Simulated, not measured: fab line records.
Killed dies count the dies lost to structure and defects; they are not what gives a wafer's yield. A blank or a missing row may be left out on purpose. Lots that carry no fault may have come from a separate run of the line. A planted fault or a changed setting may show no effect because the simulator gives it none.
Chamber matching :: flow n5 finfet :: 4 sister chambers for N5_STI_FIN_REVEAL_ALD_00 on ald sin-01
The step deposits SiO2, target thk 1 nm, pulse time 1 s. 8 wafers are shown with their chamber, then 12 later ones without.

== EACH WAFER AND ITS CHAMBER ==
wafer: L080.6
chamber: 3
heater power w (W): 487
precursor pulse height rel: 1.026

wafer: L081.6
chamber: 2
heater power w (W): 492
precursor pulse height rel: 0.988

wafer: L082.2
chamber: 1
heater power w (W): 525
precursor pulse height rel: 0.999

wafer: L082.4
chamber: 2
heater power w (W): 495
precursor pulse height rel: 0.978

wafer: L082.5
chamber: 3
heater power w (W): 487
precursor pulse height rel: 0.996

wafer: L090.4
chamber: 0
heater power w (W): 446
precursor pulse height rel: 1.017

wafer: L090.5
chamber: 0
heater power w (W): 447
precursor pulse height rel: 0.997

wafer: L090.6
chamber: 1
heater power w (W): 531
precursor pulse height rel: 1.025

== WAFERS WITHOUT THEIR CHAMBER ==
wafer: L092.4
heater power w (W): 534
precursor pulse height rel: 1.006

wafer: L092.5
heater power w (W): 464
precursor pulse height rel: 0.974

wafer: L092.6
heater power w (W): 475
precursor pulse height rel: 0.981

wafer: L093.2
heater power w (W): 537
precursor pulse height rel: 1.009

wafer: L093.3
heater power w (W): 473
precursor pulse height rel: 1.034

wafer: L093.5
heater power w (W): 449
precursor pulse height rel: 1.009

wafer: L094.1
heater power w (W): 468
precursor pulse height rel: 1.019

wafer: L094.2
heater power w (W): 539
precursor pulse height rel: 0.944

wafer: L094.3
heater power w (W): 440
precursor pulse height rel: 0.997

wafer: L097.1
heater power w (W): 446
precursor pulse height rel: 0.987

wafer: L097.3
heater power w (W): 462
precursor pulse height rel: 1.001

wafer: L097.5
heater power w (W): 447
precursor pulse height rel: 1.011

== WHICH CHAMBER EACH ONE RAN IN ==
wafer: L092.4
from the rows above: 1
in truth: 1

wafer: L092.5
from the rows above: 0
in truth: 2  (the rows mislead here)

wafer: L092.6
from the rows above: 3
in truth: 3

wafer: L093.2
from the rows above: 1
in truth: 1

wafer: L093.3
from the rows above: 3
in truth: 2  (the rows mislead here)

wafer: L093.5
from the rows above: 0
in truth: 0

wafer: L094.1
from the rows above: can't be placed: 3 or 0
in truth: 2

wafer: L094.2
from the rows above: 1
in truth: 1

wafer: L094.3
from the rows above: 0
in truth: 0

wafer: L097.1
from the rows above: 0
in truth: 0

wafer: L097.3
from the rows above: 0
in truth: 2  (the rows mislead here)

wafer: L097.5
from the rows above: 0
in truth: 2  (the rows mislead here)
Correct placement for 7 of the 12. Can't be placed from these rows: 1 (the true chamber is among the candidates in 0). Number placed wrongly: 4.
How it was worked out, from the rows above alone: a wafer's distance from a chamber is the root of the sum, over the readings, of the square of ((its reading less the chamber's mean) divided by the reading's scatter). If the next closest chamber is less than 2 further off than the closest, the wafer can't be placed; otherwise it belongs to the closest. The mean given for a chamber averages the wafers shown for that chamber. The scatter is the square root of a quotient: the sum, over the shown wafers, of each reading's squared deviation from its chamber's mean, divided by wafers minus chambers.
